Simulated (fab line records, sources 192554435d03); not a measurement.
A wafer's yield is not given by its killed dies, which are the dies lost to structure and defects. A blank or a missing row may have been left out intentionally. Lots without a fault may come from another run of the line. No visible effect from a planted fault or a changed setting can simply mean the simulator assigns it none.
Split-lot study / flow n5_finfet / 21 wafers read from 7 lots, route of 1938 steps

## ABOUT THE SPLIT
At N5_BEOL_M11_VIA_ETCH_34 (etches SiCOH lowk in C4F6/O2, target depth 184.5 nm, time 69.2 s), the setting time_s was moved away from the recipe's 69.2 s on 7 of the 21 wafers read, by -9.9% to +20.8%. This setting was run at the recipe's value on the other wafers.

The reading is taken at the split's own step.

## THE READING
SOC_of_BEOL_M11_COAT_63.thk_nm (the simulator's own value, which no gauge read), in nm, at N5_BEOL_M11_VIA_ETCH_34 (etches SiCOH lowk in C4F6/O2, target depth 184.5 nm, time 69.2 s). The file does not state a usual value for it. Across the 14 wafers here that went through the recipe, the average is 92.2 nm and the standard deviation 0.38 nm.

wafer=L077.1; tool, chamber at the split=rie_diel-02, 0; time_s as run, s=83.61; against the recipe=+20.8%; SOC_of_BEOL_M11_COAT_63.thk_nm, nm=91; against lot-mates on the recipe=-1.4
wafer=L077.2; tool, chamber at the split=rie_diel-02, 3; time_s as run, s=69.2; against the recipe=recipe; SOC_of_BEOL_M11_COAT_63.thk_nm, nm=92.4; against lot-mates on the recipe=-
wafer=L077.4; tool, chamber at the split=rie_diel-02, 1; time_s as run, s=83.61; against the recipe=+20.8%; SOC_of_BEOL_M11_COAT_63.thk_nm, nm=90.4; against lot-mates on the recipe=-2.0
wafer=L079.2; tool, chamber at the split=rie_diel-02, 0; time_s as run, s=69.2; against the recipe=recipe; SOC_of_BEOL_M11_COAT_63.thk_nm, nm=92.2; against lot-mates on the recipe=-
wafer=L079.3; tool, chamber at the split=rie_diel-02, 1; time_s as run, s=77.39; against the recipe=+11.8%; SOC_of_BEOL_M11_COAT_63.thk_nm, nm=91; against lot-mates on the recipe=-1.4
wafer=L079.4; tool, chamber at the split=rie_diel-02, 2; time_s as run, s=69.2; against the recipe=recipe; SOC_of_BEOL_M11_COAT_63.thk_nm, nm=92.6; against lot-mates on the recipe=-
wafer=L078.2; tool, chamber at the split=rie_diel-01, 1; time_s as run, s=69.2; against the recipe=recipe; SOC_of_BEOL_M11_COAT_63.thk_nm, nm=92.2; against lot-mates on the recipe=-
wafer=L078.3; tool, chamber at the split=rie_diel-01, 2; time_s as run, s=62.37; against the recipe=-9.9%; SOC_of_BEOL_M11_COAT_63.thk_nm, nm=92.4; against lot-mates on the recipe=+0.2
wafer=L078.6; tool, chamber at the split=rie_diel-01, 3; time_s as run, s=62.37; against the recipe=-9.9%; SOC_of_BEOL_M11_COAT_63.thk_nm, nm=92.6; against lot-mates on the recipe=+0.4
wafer=L087.1; tool, chamber at the split=rie_diel-01, 3; time_s as run, s=69.2; against the recipe=recipe; SOC_of_BEOL_M11_COAT_63.thk_nm, nm=92.4; against lot-mates on the recipe=-
wafer=L087.2; tool, chamber at the split=rie_diel-01, 1; time_s as run, s=69.2; against the recipe=recipe; SOC_of_BEOL_M11_COAT_63.thk_nm, nm=93; against lot-mates on the recipe=-
wafer=L087.6; tool, chamber at the split=rie_diel-01, 1; time_s as run, s=69.2; against the recipe=recipe; SOC_of_BEOL_M11_COAT_63.thk_nm, nm=92.4; against lot-mates on the recipe=-
wafer=L090.1; tool, chamber at the split=rie_diel-01, 3; time_s as run, s=63.28; against the recipe=-8.6%; SOC_of_BEOL_M11_COAT_63.thk_nm, nm=92.8; against lot-mates on the recipe=+0.6
wafer=L090.5; tool, chamber at the split=rie_diel-01, 0; time_s as run, s=63.28; against the recipe=-8.6%; SOC_of_BEOL_M11_COAT_63.thk_nm, nm=92.8; against lot-mates on the recipe=+0.6
wafer=L090.6; tool, chamber at the split=rie_diel-01, 3; time_s as run, s=69.2; against the recipe=recipe; SOC_of_BEOL_M11_COAT_63.thk_nm, nm=92.2; against lot-mates on the recipe=-
wafer=L092.1; tool, chamber at the split=rie_diel-06, 0; time_s as run, s=69.2; against the recipe=recipe; SOC_of_BEOL_M11_COAT_63.thk_nm, nm=91.8; against lot-mates on the recipe=-
wafer=L092.5; tool, chamber at the split=rie_diel-06, 0; time_s as run, s=69.2; against the recipe=recipe; SOC_of_BEOL_M11_COAT_63.thk_nm, nm=91.6; against lot-mates on the recipe=-
wafer=L092.6; tool, chamber at the split=rie_diel-06, 1; time_s as run, s=69.2; against the recipe=recipe; SOC_of_BEOL_M11_COAT_63.thk_nm, nm=91.8; against lot-mates on the recipe=-
wafer=L095.3; tool, chamber at the split=rie_diel-02, 3; time_s as run, s=69.2; against the recipe=recipe; SOC_of_BEOL_M11_COAT_63.thk_nm, nm=91.6; against lot-mates on the recipe=-
wafer=L095.4; tool, chamber at the split=rie_diel-02, 2; time_s as run, s=69.2; against the recipe=recipe; SOC_of_BEOL_M11_COAT_63.thk_nm, nm=92; against lot-mates on the recipe=-
wafer=L095.5; tool, chamber at the split=rie_diel-02, 0; time_s as run, s=69.2; against the recipe=recipe; SOC_of_BEOL_M11_COAT_63.thk_nm, nm=92; against lot-mates on the recipe=-

THE FIT
A straight line over all 21 wafers: SOC_of_BEOL_M11_COAT_63.thk_nm changes by -0.0678 nm for each +1% of time_s; r = -0.84; the points scatter about the line by 0.36 nm.
The same after taking each lot's own level away (the mean of its wafers on the recipe; 21 wafers): -0.0758 nm for each +1%; r = -0.93; scatter 0.25 nm.
The reading moves by 1.6 nm for the largest change in time_s, on that fit.
Across the lots, their own levels run from 91.73 to 92.60 nm, a range of 2.3 times the standard deviation given above.
Hence the slope depends on the lot-to-lot level, as the two fits are not the same.
Check: with one of the wafers moved furthest among these (+20.8%) left out of the fit, the line predicts -1.8 nm for it against its lot-mates. It came out at -1.4 nm against them.

## ADDITIONAL SPLITS CARRIED BY THESE WAFERS
Other splits were also applied to these wafers ahead of the reading. Each is held against what the fit with the lots' levels taken away leaves over:
other split on the same wafers=N5_BEOL_M11_DESCUM_16 time_s; wafers away from the commonest value=4; r with SOC_of_BEOL_M11_COAT_63.thk_nm (lot level and that fit taken away)=+0.28
other split on the same wafers=N5_BEOL_M11_ETCH_62 time_s; wafers away from the commonest value=10; r with SOC_of_BEOL_M11_COAT_63.thk_nm (lot level and that fit taken away)=+0.18
other split on the same wafers=N5_BEOL_M11_ETCH_66 time_s; wafers away from the commonest value=9; r with SOC_of_BEOL_M11_COAT_63.thk_nm (lot level and that fit taken away)=-0.25

## THE WHOLE CHAIN: every reading that the file lists as answering this split, in the file's order
step=N5_BEOL_M11_VIA_ETCH_34; what it does=etches SiCOH lowk in C4F6/O2, target depth 184.5 nm, time 69.2 s; reading=etch.depth_nm (the simulator's own value, which no gauge read); change (the file's fit)=+1.68 nm for each +1% of the setting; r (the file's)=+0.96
step=N5_BEOL_M11_VIA_ETCH_34; what it does=etches SiCOH lowk in C4F6/O2, target depth 184.5 nm, time 69.2 s; reading=SOC_of_BEOL_M11_COAT_63.thk_nm (the simulator's own value, which no gauge read); change (the file's fit)=-0.0807 nm for each +1% of the setting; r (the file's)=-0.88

## FILE'S OWN FIT
SOC_of_BEOL_M11_COAT_63.thk_nm changes by -0.0807 nm for each +1% of time_s, r = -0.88.
